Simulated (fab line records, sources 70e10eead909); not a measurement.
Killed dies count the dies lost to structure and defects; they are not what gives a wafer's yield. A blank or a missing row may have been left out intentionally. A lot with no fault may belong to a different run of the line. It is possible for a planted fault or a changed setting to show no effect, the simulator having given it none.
Matching of chambers :: flow nand harc :: cmp-04 running NHARC_P_CONTACT_CMP_24: 4 sister chambers
The step polishes, t overpolish 30 s, target thk 200 nm. 4 wafers are shown with their chamber, then 6 later ones without.

== WAFERS, EACH WITH ITS CHAMBER ==
wafer: L612.4
chamber: 3
motor current A (A): 12.7

wafer: L614.6
chamber: 1
motor current A (A): 11.2

wafer: L621.3
chamber: 2
motor current A (A): 10.7

wafer: L621.6
chamber: 0
motor current A (A): 11.6

== WAFERS WHOSE CHAMBER IS MISSING ==
wafer: L623.1
motor current A (A): 11.5

wafer: L623.4
motor current A (A): 11.6

wafer: L623.6
motor current A (A): 12.7

wafer: L629.2
motor current A (A): 11.6

wafer: L629.3
motor current A (A): 12.9

wafer: L629.6
motor current A (A): 11.4

== WHICH CHAMBER EACH ONE RAN IN ==
wafer: L623.1
from the rows above: can't be placed: 0 or 1
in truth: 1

wafer: L623.4
from the rows above: 0
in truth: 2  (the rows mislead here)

wafer: L623.6
from the rows above: 3
in truth: 3

wafer: L629.2
from the rows above: 0
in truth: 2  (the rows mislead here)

wafer: L629.3
from the rows above: 3
in truth: 3

wafer: L629.6
from the rows above: can't be placed: 0 or 1
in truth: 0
Correctly placed: 2 of 6. Unplaceable from these rows: 2, with the true chamber sitting among the candidates in 2. Number placed wrongly: 2.
How it was worked out, from the rows above alone: a wafer's distance from a chamber is the root of the sum, over the readings, of the square of ((its reading less the chamber's mean) divided by the reading's scatter). The wafer belongs to the nearest chamber; if the next one is less than 2 further off, it can't be placed. The mean given for a chamber averages the wafers shown for that chamber. The scatter: with one shown wafer a chamber, the root of the mean of the squares of how far each hidden wafer lies from its nearest shown one.
